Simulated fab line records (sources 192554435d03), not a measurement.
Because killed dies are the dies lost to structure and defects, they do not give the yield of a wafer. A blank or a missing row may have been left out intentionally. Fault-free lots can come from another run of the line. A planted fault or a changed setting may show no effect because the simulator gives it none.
Which tool was responsible? :: flow n5 finfet :: 72 wafers from 24 lots sampled at 6 of the route's 1938 steps

== WHAT THE GAUGES SHOWED, per wafer ==
N5_BEOL_M11_CD_MEAS_35: target cd 70 nm. Usual: cd nm 70.0 nm, standard deviation 0.53.
lot: L074
measured: day 9 13:38
on: cd sem-01
cd nm (nm): 69.5 69.4 70.6
flag: 

lot: L077
measured: day 10 14:05
on: cd sem-02
cd nm (nm): 69.5 70.2 69.3
flag: 

lot: L078
measured: day 11 02:41
on: cd sem-03
cd nm (nm): 70.3 70.3 70.9
flag: 

lot: L075
measured: day 11 10:06
on: cd sem-01
cd nm (nm): 69.6 70.2 69.9
flag: 

lot: L076
measured: day 11 18:36
on: cd sem-02
cd nm (nm): 70.1 70.8 70.7
flag: 

lot: L080
measured: day 11 20:58
on: cd sem-01
cd nm (nm): 69.4 70.1 69.8
flag: 

lot: L079
measured: day 12 00:41
on: cd sem-03
cd nm (nm): 69.3 69.5 70.3
flag: 

lot: L081
measured: day 13 00:52
on: cd sem-03
cd nm (nm): 70.0 69.3 69.4
flag: 

lot: L083
measured: day 13 01:07
on: cd sem-01
cd nm (nm): 69.2 69.4 70.2
flag: 

lot: L082
measured: day 13 01:20
on: cd sem-02
cd nm (nm): 69.7 70.1 69.1
flag: 

lot: L084
measured: day 13 06:08
on: cd sem-01
cd nm (nm): 70.3 70.3 70.4
flag: 

lot: L085
measured: day 13 10:34
on: cd sem-01
cd nm (nm): 71.2 70.6 71.1
flag: 

lot: L086
measured: day 13 17:18
on: cd sem-01
cd nm (nm): 70.3 70.3 70.0
flag: 

lot: L087
measured: day 14 06:04
on: cd sem-01
cd nm (nm): 70.3 70.3 69.7
flag: 

lot: L088
measured: day 14 06:29
on: cd sem-01
cd nm (nm): 70.0 70.3 70.3
flag: 

lot: L089
measured: day 14 08:22
on: cd sem-02
cd nm (nm): 70.2 70.2 69.9
flag: 

lot: L090
measured: day 14 22:41
on: cd sem-01
cd nm (nm): 70.2 69.0 69.5
flag: 

lot: L091
measured: day 15 07:34
on: cd sem-01
cd nm (nm): 69.8 69.8 69.2
flag: 

lot: L092
measured: day 15 12:53
on: cd sem-03
cd nm (nm): 69.5 70.4 70.2
flag: 

lot: L093
measured: day 15 13:21
on: cd sem-02
cd nm (nm): 70.3 70.0 69.4
flag: 

lot: L094
measured: day 15 13:44
on: cd sem-03
cd nm (nm): 70.0 70.6 70.2
flag: 

lot: L095
measured: day 16 01:13
on: cd sem-02
cd nm (nm): 69.7 69.1 69.2
flag: 

lot: L096
measured: day 16 05:34
on: cd sem-01
cd nm (nm): 69.8 69.5 69.2
flag: 

lot: L097
measured: day 16 09:26
on: cd sem-01
cd nm (nm): 70.8 70.1 69.6
flag: 

N5_BEOL_M11_THK_MEAS_53: measures by xrf. Usual: M11_THK gives 142.6 nm (standard deviation 3).
lot: L074
measured: day 9 17:20
on: film metro-02
M11_THK (nm): 146.9 140.7 140.7
flag: 

lot: L077
measured: day 10 17:56
on: film metro-02
M11_THK (nm): 145.1 142.4 147.4
flag: 

lot: L078
measured: day 11 08:21
on: film metro-01
M11_THK (nm): 142.5 146.2 140.6
flag: 

lot: L075
measured: day 11 12:29
on: film metro-01
M11_THK (nm): 137.0 140.0 137.5
flag: 

lot: L076
measured: day 11 21:09
on: film metro-01
M11_THK (nm): 145.0 144.9 146.2
flag: 

lot: L080
measured: day 12 01:26
on: film metro-02
M11_THK (nm): 148.5 142.5 140.7
flag: 

lot: L079
measured: day 12 04:54
on: film metro-01
M11_THK (nm): 145.5 148.4 144.4
flag: 

lot: L081
measured: day 13 03:19
on: film metro-02
M11_THK (nm): 147.8 148.0 148.6
flag: 

lot: L083
measured: day 13 03:49
on: film metro-02
M11_THK (nm): 137.9 141.5 138.3
flag: 

lot: L082
measured: day 13 04:03
on: film metro-02
M11_THK (nm): 141.2 145.0 139.5
flag: 

lot: L084
measured: day 13 11:32
on: film metro-01
M11_THK (nm): 136.8 141.6 140.6
flag: 

lot: L085
measured: day 13 12:54
on: film metro-02
M11_THK (nm): 139.5 138.9 139.7
flag: 

lot: L086
measured: day 13 20:19
on: film metro-02
M11_THK (nm): 146.2 144.0 142.0
flag: 

lot: L087
measured: day 14 07:59
on: film metro-01
M11_THK (nm): 139.0 138.1 137.8
flag: 

lot: L088
measured: day 14 10:15
on: film metro-02
M11_THK (nm): 147.3 142.7 143.5
flag: 

lot: L089
measured: day 14 11:59
on: film metro-02
M11_THK (nm): 148.1 144.0 147.6
flag: 

lot: L090
measured: day 15 00:58
on: film metro-02
M11_THK (nm): 142.5 139.9 140.2
flag: 

lot: L091
measured: day 15 09:50
on: film metro-01
M11_THK (nm): 143.4 143.0 142.2
flag: 

lot: L092
measured: day 15 15:10
on: film metro-01
M11_THK (nm): 144.4 139.1 141.7
flag: 

lot: L093
measured: day 15 15:21
on: film metro-01
M11_THK (nm): 137.1 139.4 140.5
flag: 

lot: L094
measured: day 15 17:21
on: film metro-01
M11_THK (nm): 143.4 140.8 139.5
flag: 

lot: L095
measured: day 16 04:28
on: film metro-01
M11_THK (nm): 142.5 144.4 143.7
flag: 

lot: L096
measured: day 16 07:37
on: film metro-02
M11_THK (nm): 142.6 145.9 144.0
flag: 

lot: L097
measured: day 16 12:11
on: film metro-01
M11_THK (nm): 145.0 139.0 142.9
flag: 

N5_BEOL_M12_CD_MEAS_17: target cd 140 nm. Usual: cd nm 140.9 nm, standard deviation 1.7.
lot: L074
measured: day 9 18:40
on: cd sem-01
cd nm (nm): 139.5 141.9 138.0
flag: 

lot: L077
measured: day 10 19:20
on: cd sem-02
cd nm (nm): 140.6 138.6 141.2
flag: 

lot: L078
measured: day 11 09:41
on: cd sem-01
cd nm (nm): 143.5 141.9 141.8
flag: 

lot: L075
measured: day 11 13:42
on: cd sem-01
cd nm (nm): 139.1 141.2 137.5
flag: 

lot: L076
measured: day 11 22:44
on: cd sem-01
cd nm (nm): 143.1 140.0 141.5
flag: 

lot: L080
measured: day 12 02:44
on: cd sem-01
cd nm (nm): 143.1 142.2 141.9
flag: 

lot: L079
measured: day 12 06:13
on: cd sem-01
cd nm (nm): 139.1 140.4 140.3
flag: 

lot: L081
measured: day 13 04:52
on: cd sem-01
cd nm (nm): 140.4 142.4 141.4
flag: 

lot: L083
measured: day 13 05:11
on: cd sem-03
cd nm (nm): 141.6 142.7 141.0
flag: 

lot: L082
measured: day 13 05:28
on: cd sem-02
cd nm (nm): 141.0 143.4 144.5
flag: 

lot: L084
measured: day 13 12:44
on: cd sem-03
cd nm (nm): 139.9 140.6 139.7
flag: 

lot: L085
measured: day 13 14:38
on: cd sem-03
cd nm (nm): 139.5 139.5 138.4
flag: 

lot: L086
measured: day 13 21:48
on: cd sem-02
cd nm (nm): 142.8 144.3 144.4
flag: 

lot: L087
measured: day 14 09:14
on: cd sem-03
cd nm (nm): 138.8 138.7 141.3
flag: 

lot: L088
measured: day 14 11:30
on: cd sem-01
cd nm (nm): 140.6 140.4 141.7
flag: 

lot: L089
measured: day 14 13:11
on: cd sem-01
cd nm (nm): 143.2 139.3 141.7
flag: 

lot: L090
measured: day 15 02:32
on: cd sem-01
cd nm (nm): 142.7 143.1 141.9
flag: 

lot: L091
measured: day 15 11:18
on: cd sem-03
cd nm (nm): 141.4 139.3 138.3
flag: 

lot: L092
measured: day 15 16:30
on: cd sem-03
cd nm (nm): 142.7 143.4 143.1
flag: 

lot: L093
measured: day 15 16:52
on: cd sem-03
cd nm (nm): 138.6 139.7 139.0
flag: 

lot: L094
measured: day 15 19:17
on: cd sem-01
cd nm (nm): 141.3 142.6 141.9
flag: 

lot: L095
measured: day 16 05:53
on: cd sem-02
cd nm (nm): 140.7 140.6 139.9
flag: 

lot: L096
measured: day 16 09:24
on: cd sem-03
cd nm (nm): 141.3 140.0 141.2
flag: 

lot: L097
measured: day 16 13:26
on: cd sem-02
cd nm (nm): 139.3 137.0 140.1
flag: 

== EACH LOT AND THE TOOL THAT RAN IT (in order: tool; ch and the chambers of the sampled wafers; start) ==
lot: L074
N5_BEOL_M11_DESCUM_33: rie diel-06 ch 0,1, day 9 12:59
N5_BEOL_M11_PRE_CLEAN_45: pvd sputter-01, day 9 15:46
N5_BEOL_M11_DEP_56: pecvd-02 ch 0,1, day 9 17:24

lot: L077
N5_BEOL_M11_DESCUM_33: rie diel-05 ch 0,2,3, day 10 13:26
N5_BEOL_M11_PRE_CLEAN_45: pvd sputter-02, day 10 16:23
N5_BEOL_M11_DEP_56: pecvd-03 ch 0,1,2, day 10 18:00

lot: L078
N5_BEOL_M11_DESCUM_33: rie diel-02 ch 0,1,2, day 11 02:02
N5_BEOL_M11_PRE_CLEAN_45: pvd sputter-03, day 11 06:53
N5_BEOL_M11_DEP_56: pecvd-04 ch 0,1,2, day 11 08:25

lot: L075
N5_BEOL_M11_DESCUM_33: rie diel-06 ch 1,2, day 11 09:27
N5_BEOL_M11_PRE_CLEAN_45: pvd sputter-01, day 11 10:30
N5_BEOL_M11_DEP_56: pecvd-02 ch 0,1,2, day 11 12:33

lot: L076
N5_BEOL_M11_DESCUM_33: rie diel-06 ch 0,3, day 11 17:57
N5_BEOL_M11_PRE_CLEAN_45: pvd sputter-02, day 11 19:02
N5_BEOL_M11_DEP_56: pecvd-03 ch 0,1,2, day 11 21:13

lot: L080
N5_BEOL_M11_DESCUM_33: rie diel-02 ch 0,1, day 11 20:19
N5_BEOL_M11_PRE_CLEAN_45: pvd sputter-02, day 11 21:45
N5_BEOL_M11_DEP_56: pecvd-03 ch 1,2, day 12 01:30

lot: L079
N5_BEOL_M11_DESCUM_33: rie diel-06 ch 0,1,3, day 12 00:02
N5_BEOL_M11_PRE_CLEAN_45: pvd sputter-01, day 12 01:16
N5_BEOL_M11_DEP_56: pecvd-04 ch 0,1,2, day 12 04:58

lot: L081
N5_BEOL_M11_DESCUM_33: rie diel-02 ch 0,3, day 13 00:13
N5_BEOL_M11_PRE_CLEAN_45: pvd sputter-02, day 13 01:34
N5_BEOL_M11_DEP_56: pecvd-02 ch 0,1, day 13 03:23

lot: L083
N5_BEOL_M11_DESCUM_33: rie diel-06 ch 1,2,3, day 13 00:27
N5_BEOL_M11_PRE_CLEAN_45: pvd sputter-02, day 13 01:50
N5_BEOL_M11_DEP_56: pecvd-03 ch 0,2, day 13 03:53

lot: L082
N5_BEOL_M11_DESCUM_33: rie diel-02 ch 0,1,2, day 13 00:41
N5_BEOL_M11_PRE_CLEAN_45: pvd sputter-01, day 13 01:54
N5_BEOL_M11_DEP_56: pecvd-02 ch 0,1,2, day 13 04:07

lot: L084
N5_BEOL_M11_DESCUM_33: rie diel-05 ch 0,1,2, day 13 05:28
N5_BEOL_M11_PRE_CLEAN_45: pvd sputter-01, day 13 06:36
N5_BEOL_M11_DEP_56: pecvd-04 ch 0,1, day 13 11:35

lot: L085
N5_BEOL_M11_DESCUM_33: rie diel-02 ch 1,2, day 13 09:56
N5_BEOL_M11_PRE_CLEAN_45: pvd sputter-02, day 13 10:59
N5_BEOL_M11_DEP_56: pecvd-04 ch 0,1, day 13 12:58

lot: L086
N5_BEOL_M11_DESCUM_33: rie diel-05 ch 0,1,2, day 13 16:40
N5_BEOL_M11_PRE_CLEAN_45: pvd sputter-02, day 13 17:49
N5_BEOL_M11_DEP_56: pecvd-02 ch 0,1, day 13 20:23

lot: L087
N5_BEOL_M11_DESCUM_33: rie diel-02 ch 1,2, day 14 05:25
N5_BEOL_M11_PRE_CLEAN_45: pvd sputter-01, day 14 06:38
N5_BEOL_M11_DEP_56: pecvd-04 ch 0,1, day 14 08:02

lot: L088
N5_BEOL_M11_DESCUM_33: rie diel-06 ch 0,1, day 14 05:50
N5_BEOL_M11_PRE_CLEAN_45: pvd sputter-01, day 14 07:07
N5_BEOL_M11_DEP_56: pecvd-04 ch 0,1,2, day 14 10:19

lot: L089
N5_BEOL_M11_DESCUM_33: rie diel-02 ch 1,3, day 14 07:43
N5_BEOL_M11_PRE_CLEAN_45: pvd sputter-01, day 14 09:48
N5_BEOL_M11_DEP_56: pecvd-02 ch 0,1,2, day 14 12:03

lot: L090
N5_BEOL_M11_DESCUM_33: rie diel-06 ch 1,2,3, day 14 21:45
N5_BEOL_M11_PRE_CLEAN_45: pvd sputter-01, day 14 23:17
N5_BEOL_M11_DEP_56: pecvd-04 ch 0,1,2, day 15 01:01

lot: L091
N5_BEOL_M11_DESCUM_33: rie diel-05 ch 0,3, day 15 06:54
N5_BEOL_M11_PRE_CLEAN_45: pvd sputter-02, day 15 07:59
N5_BEOL_M11_DEP_56: pecvd-02 ch 1,2, day 15 09:54

lot: L092
N5_BEOL_M11_DESCUM_33: rie diel-02 ch 0,2,3, day 15 12:14
N5_BEOL_M11_PRE_CLEAN_45: pvd sputter-03, day 15 13:37
N5_BEOL_M11_DEP_56: pecvd-02 ch 1,2, day 15 15:14

lot: L093
N5_BEOL_M11_DESCUM_33: rie diel-06 ch 1,2,3, day 15 12:42
N5_BEOL_M11_PRE_CLEAN_45: pvd sputter-02, day 15 13:46
N5_BEOL_M11_DEP_56: pecvd-02 ch 0,1, day 15 15:25

lot: L094
N5_BEOL_M11_DESCUM_33: rie diel-05 ch 2,3, day 15 12:59
N5_BEOL_M11_PRE_CLEAN_45: pvd sputter-03, day 15 14:22
N5_BEOL_M11_DEP_56: pecvd-02 ch 0,1, day 15 17:25

lot: L095
N5_BEOL_M11_DESCUM_33: rie diel-02 ch 0,3, day 16 00:34
N5_BEOL_M11_PRE_CLEAN_45: pvd sputter-02, day 16 01:47
N5_BEOL_M11_DEP_56: pecvd-03 ch 0,1, day 16 04:32

lot: L096
N5_BEOL_M11_DESCUM_33: rie diel-02 ch 1,3, day 16 04:55
N5_BEOL_M11_PRE_CLEAN_45: pvd sputter-01, day 16 06:14
N5_BEOL_M11_DEP_56: pecvd-02 ch 0,1, day 16 07:41

lot: L097
N5_BEOL_M11_DESCUM_33: rie diel-05 ch 0,1,3, day 16 08:47
N5_BEOL_M11_PRE_CLEAN_45: pvd sputter-01, day 16 09:58
N5_BEOL_M11_DEP_56: pecvd-02 ch 0,1, day 16 12:15
- N5_BEOL_M11_DESCUM_33: chemistry O2, time 7.9 s.
- N5_BEOL_M11_PRE_CLEAN_45: time 30 s.
- N5_BEOL_M11_DEP_56: deposits SiCN from 3MS/NH3, target thk 30 nm, time 10.5 s.

== AS READ BY THE TOOLS THEMSELVES (means over the sampled wafers that have a number; for cases with no such wafer, the mark the record gives instead) ==
N5_BEOL_M11_DESCUM_33. Usual: drypump motor current A 5.8 A, standard deviation 0.53; oes product au 0.79 a.u., standard deviation 0.068; rf vpp V 243.3 V, standard deviation 1.3; showerhead plenum p Torr 2.10 Torr, standard deviation 0.074; throttle valve pct 20.44 %, standard deviation 0.2.
lot: L074
tool: rie diel-06
drypump motor current A (A): 5.6
oes product au (a.u.): 0.77
rf vpp V (V): 242.6
showerhead plenum p Torr (Torr): 2.03
throttle valve pct (%): 20.25
flag: 

lot: L077
tool: rie diel-05
drypump motor current A (A): 5.6
oes product au (a.u.): 0.87
rf vpp V (V): 243.2
showerhead plenum p Torr (Torr): 2.12
throttle valve pct (%): 20.38
flag: 

lot: L078
tool: rie diel-02
drypump motor current A (A): 5.2
oes product au (a.u.): 0.81
rf vpp V (V): 244.2
showerhead plenum p Torr (Torr): 2.14
throttle valve pct (%): 20.49
flag: 

lot: L075
tool: rie diel-06
drypump motor current A (A): 5.8
oes product au (a.u.): 0.73
rf vpp V (V): 242.0
showerhead plenum p Torr (Torr): 2.01
throttle valve pct (%): 20.44
flag: 

lot: L076
tool: rie diel-06
drypump motor current A (A): 6.3
oes product au (a.u.): 0.82
rf vpp V (V): 243.4
showerhead plenum p Torr (Torr): 2.06
throttle valve pct (%): 20.35
flag: 

lot: L080
tool: rie diel-02
drypump motor current A (A): 5.4
oes product au (a.u.): 0.78
rf vpp V (V): 244.8
showerhead plenum p Torr (Torr): 2.18
throttle valve pct (%): 20.58
flag: 

lot: L079
tool: rie diel-06
drypump motor current A (A): 5.9
oes product au (a.u.): 0.78
rf vpp V (V): 243.0
showerhead plenum p Torr (Torr): 2.04
throttle valve pct (%): 20.32
flag: 

lot: L081
tool: rie diel-02
drypump motor current A (A): 5.6
oes product au (a.u.): 0.87
rf vpp V (V): 244.4
showerhead plenum p Torr (Torr): 2.19
throttle valve pct (%): 20.48
flag: 

lot: L083
tool: rie diel-06
drypump motor current A (A): 6.2
oes product au (a.u.): 0.75
rf vpp V (V): 242.2
showerhead plenum p Torr (Torr): 2.03
throttle valve pct (%): 20.49
flag: 

lot: L082
tool: rie diel-02
drypump motor current A (A): 5.2
oes product au (a.u.): 0.79
rf vpp V (V): 243.5
showerhead plenum p Torr (Torr): 2.13
throttle valve pct (%): 20.51
flag: 

lot: L084
tool: rie diel-05
drypump motor current A (A): 5.6
oes product au (a.u.): 0.77
rf vpp V (V): 244.0
showerhead plenum p Torr (Torr): 2.09
throttle valve pct (%): 20.53
flag: 

lot: L085
tool: rie diel-02
drypump motor current A (A): 5.3
oes product au (a.u.): 0.76
rf vpp V (V): 242.7
showerhead plenum p Torr (Torr): 2.07
throttle valve pct (%): 20.45
flag: 

lot: L086
tool: rie diel-05
drypump motor current A (A): 5.6
oes product au (a.u.): 0.77
rf vpp V (V): 243.1
showerhead plenum p Torr (Torr): 2.09
throttle valve pct (%): 20.53
flag: 

lot: L087
tool: rie diel-02
drypump motor current A (A): 5.3
oes product au (a.u.): 0.75
rf vpp V (V): 242.0
showerhead plenum p Torr (Torr): 2.07
throttle valve pct (%): 20.45
flag: 

lot: L088
tool: rie diel-06
drypump motor current A (A): 5.6
oes product au (a.u.): 0.75
rf vpp V (V): 242.2
showerhead plenum p Torr (Torr): 2.02
throttle valve pct (%): 20.29
flag: 

lot: L089
tool: rie diel-02
drypump motor current A (A): 6.3
oes product au (a.u.): 0.80
rf vpp V (V): 244.2
showerhead plenum p Torr (Torr): 2.15
throttle valve pct (%): 20.37
flag: 

lot: L090
tool: rie diel-06
drypump motor current A (A): 6.2
oes product au (a.u.): 0.75
rf vpp V (V): 242.3
showerhead plenum p Torr (Torr): 2.02
throttle valve pct (%): 20.50
flag: 

lot: L091
tool: rie diel-05
drypump motor current A (A): 5.6
oes product au (a.u.): 0.88
rf vpp V (V): 242.3
showerhead plenum p Torr (Torr): 2.11
throttle valve pct (%): 20.21
flag: 

lot: L092
tool: rie diel-02
drypump motor current A (A): 5.6
oes product au (a.u.): 0.82
rf vpp V (V): 243.5
showerhead plenum p Torr (Torr): 2.11
throttle valve pct (%): 20.43
flag: 

lot: L093
tool: rie diel-06
drypump motor current A (A): 6.2
oes product au (a.u.): 0.74
rf vpp V (V): 242.3
showerhead plenum p Torr (Torr): 2.02
throttle valve pct (%): 20.52
flag: 

lot: L094
tool: rie diel-05
drypump motor current A (A): 5.5
oes product au (a.u.): 0.76
rf vpp V (V): 243.8
showerhead plenum p Torr (Torr): 2.11
throttle valve pct (%): 20.67
flag: 

lot: L095
tool: rie diel-02
drypump motor current A (A): 5.6
oes product au (a.u.): 0.83
rf vpp V (V): 244.2
showerhead plenum p Torr (Torr): 2.18
throttle valve pct (%): 20.52
flag: 

lot: L096
tool: rie diel-02
drypump motor current A (A): 5.9
oes product au (a.u.): 0.74
rf vpp V (V): 243.8
showerhead plenum p Torr (Torr): 2.15
throttle valve pct (%): 20.50
flag: 

lot: L097
tool: rie diel-05
drypump motor current A (A): 5.7
oes product au (a.u.): 0.81
rf vpp V (V): 244.2
showerhead plenum p Torr (Torr): 2.14
throttle valve pct (%): 20.40
flag: 

N5_BEOL_M11_PRE_CLEAN_45. Usual: heater power w 328 W, standard deviation 26.
lot: L074
tool: pvd sputter-01
heater power w (W): 301
flag: 

lot: L077
tool: pvd sputter-02
heater power w (W): 348
flag: 

lot: L078
tool: pvd sputter-03
heater power w (W): 317
flag: 

lot: L075
tool: pvd sputter-01
heater power w (W): 340
flag: 

lot: L076
tool: pvd sputter-02
heater power w (W): 338
flag: 

lot: L080
tool: pvd sputter-02
heater power w (W): 335
flag: 

lot: L079
tool: pvd sputter-01
heater power w (W): 314
flag: 

lot: L081
tool: pvd sputter-02
heater power w (W): 335
flag: 

lot: L083
tool: pvd sputter-02
heater power w (W): 347
flag: 

lot: L082
tool: pvd sputter-01
heater power w (W): 300
flag: 

lot: L084
tool: pvd sputter-01
heater power w (W): 326
flag: 

lot: L085
tool: pvd sputter-02
heater power w (W): 341
flag: 

lot: L086
tool: pvd sputter-02
heater power w (W): 338
flag: 

lot: L087
tool: pvd sputter-01
heater power w (W): 303
flag: 

lot: L088
tool: pvd sputter-01
heater power w (W): 310
flag: 

lot: L089
tool: pvd sputter-01
heater power w (W): 309
flag: 

lot: L090
tool: pvd sputter-01
heater power w (W): 300
flag: 

lot: L091
tool: pvd sputter-02
heater power w (W): 348
flag: 

lot: L092
tool: pvd sputter-03
heater power w (W): 343
flag: 

lot: L093
tool: pvd sputter-02
heater power w (W): 335
flag: 

lot: L094
tool: pvd sputter-03
heater power w (W): 321
flag: 

lot: L095
tool: pvd sputter-02
heater power w (W): 345
flag: 

lot: L096
tool: pvd sputter-01
heater power w (W): 325
flag: 

lot: L097
tool: pvd sputter-01
heater power w (W): 301
flag: 

N5_BEOL_M11_DEP_56. Usual: showerhead plenum p Torr 4.152 Torr, standard deviation 0.022; showerhead vpp V 1605 V, standard deviation 56; throttle valve pct 17.9 %, standard deviation 0.93.
lot: L074
tool: pecvd-02
showerhead plenum p Torr (Torr): 4.155
showerhead vpp V (V): 1623
throttle valve pct (%): 18.7
flag: 

lot: L077
tool: pecvd-03
showerhead plenum p Torr (Torr): 4.146
showerhead vpp V (V): 1597
throttle valve pct (%): 17.5
flag: 

lot: L078
tool: pecvd-04
showerhead plenum p Torr (Torr): 4.152
showerhead vpp V (V): 1601
throttle valve pct (%): 17.9
flag: 

lot: L075
tool: pecvd-02
showerhead plenum p Torr (Torr): 4.150
showerhead vpp V (V): 1628
throttle valve pct (%): 18.0
flag: 

lot: L076
tool: pecvd-03
showerhead plenum p Torr (Torr): 4.150
showerhead vpp V (V): 1593
throttle valve pct (%): 17.4
flag: 

lot: L080
tool: pecvd-03
showerhead plenum p Torr (Torr): 4.140
showerhead vpp V (V): 1522
throttle valve pct (%): 17.3
flag: 

lot: L079
tool: pecvd-04
showerhead plenum p Torr (Torr): 4.154
showerhead vpp V (V): 1582
throttle valve pct (%): 17.7
flag: 

lot: L081
tool: pecvd-02
showerhead plenum p Torr (Torr): 4.155
showerhead vpp V (V): 1658
throttle valve pct (%): 18.7
flag: 

lot: L083
tool: pecvd-03
showerhead plenum p Torr (Torr): 4.144
showerhead vpp V (V): 1520
throttle valve pct (%): 17.6
flag: 

lot: L082
tool: pecvd-02
showerhead plenum p Torr (Torr): 4.156
showerhead vpp V (V): 1606
throttle valve pct (%): 17.9
flag: 

lot: L084
tool: pecvd-04
showerhead plenum p Torr (Torr): 4.143
showerhead vpp V (V): 1606
throttle valve pct (%): 18.7
flag: 

lot: L085
tool: pecvd-04
showerhead plenum p Torr (Torr): 4.151
showerhead vpp V (V): 1565
throttle valve pct (%): 18.2
flag: 

lot: L086
tool: pecvd-02
showerhead plenum p Torr (Torr): 4.155
showerhead vpp V (V): 1637
throttle valve pct (%): 18.6
flag: 

lot: L087
tool: pecvd-04
showerhead plenum p Torr (Torr): 4.148
showerhead vpp V (V): 1564
throttle valve pct (%): 18.4
flag: 

lot: L088
tool: pecvd-04
showerhead plenum p Torr (Torr): 4.150
showerhead vpp V (V): 1602
throttle valve pct (%): 18.1
flag: 

lot: L089
tool: pecvd-02
showerhead plenum p Torr (Torr): 4.157
showerhead vpp V (V): 1614
throttle valve pct (%): 18.0
flag: 

lot: L090
tool: pecvd-04
showerhead plenum p Torr (Torr): 4.159
showerhead vpp V (V): 1596
throttle valve pct (%): 18.0
flag: 

lot: L091
tool: pecvd-02
showerhead plenum p Torr (Torr): 4.165
showerhead vpp V (V): 1614
throttle valve pct (%): 17.1
flag: 

lot: L092
tool: pecvd-02
showerhead plenum p Torr (Torr): 4.174
showerhead vpp V (V): 1597
throttle valve pct (%): 17.4
flag: 

lot: L093
tool: pecvd-02
showerhead plenum p Torr (Torr): 4.131
showerhead vpp V (V): 1636
throttle valve pct (%): 19.0
flag: 

lot: L094
tool: pecvd-02
showerhead plenum p Torr (Torr): 4.135
showerhead vpp V (V): 1642
throttle valve pct (%): 18.9
flag: 

lot: L095
tool: pecvd-03
showerhead plenum p Torr (Torr): 4.153
showerhead vpp V (V): 1638
throttle valve pct (%): 17.6
flag: 

lot: L096
tool: pecvd-02
showerhead plenum p Torr (Torr): 4.143
showerhead vpp V (V): 1631
throttle valve pct (%): 18.9
flag: 

lot: L097
tool: pecvd-02
showerhead plenum p Torr (Torr): 4.162
showerhead vpp V (V): 1641
throttle valve pct (%): 18.8
flag: 

== THE ANSWER, worked out from the rows above alone ==
Rule: a lot is off if the mean of its wafers that have a number lies more than 3 standard deviations from the usual mean. Also off: a lot with no number at a reading for which 4 or more lots have one. The other lots that the step has rows for count as sound. Order of review: gauges by route order, followed by the tools' own readings, for which a lot's mean as printed above is used. The first step at which some lot is off is used, and at that step the reading that is off furthest; a lot without a number counts as furthest.
Nothing can be told from this: no lot is off at any reading shown.

== WHAT HAD BEEN PUT IN BY THE SIMULATOR ==
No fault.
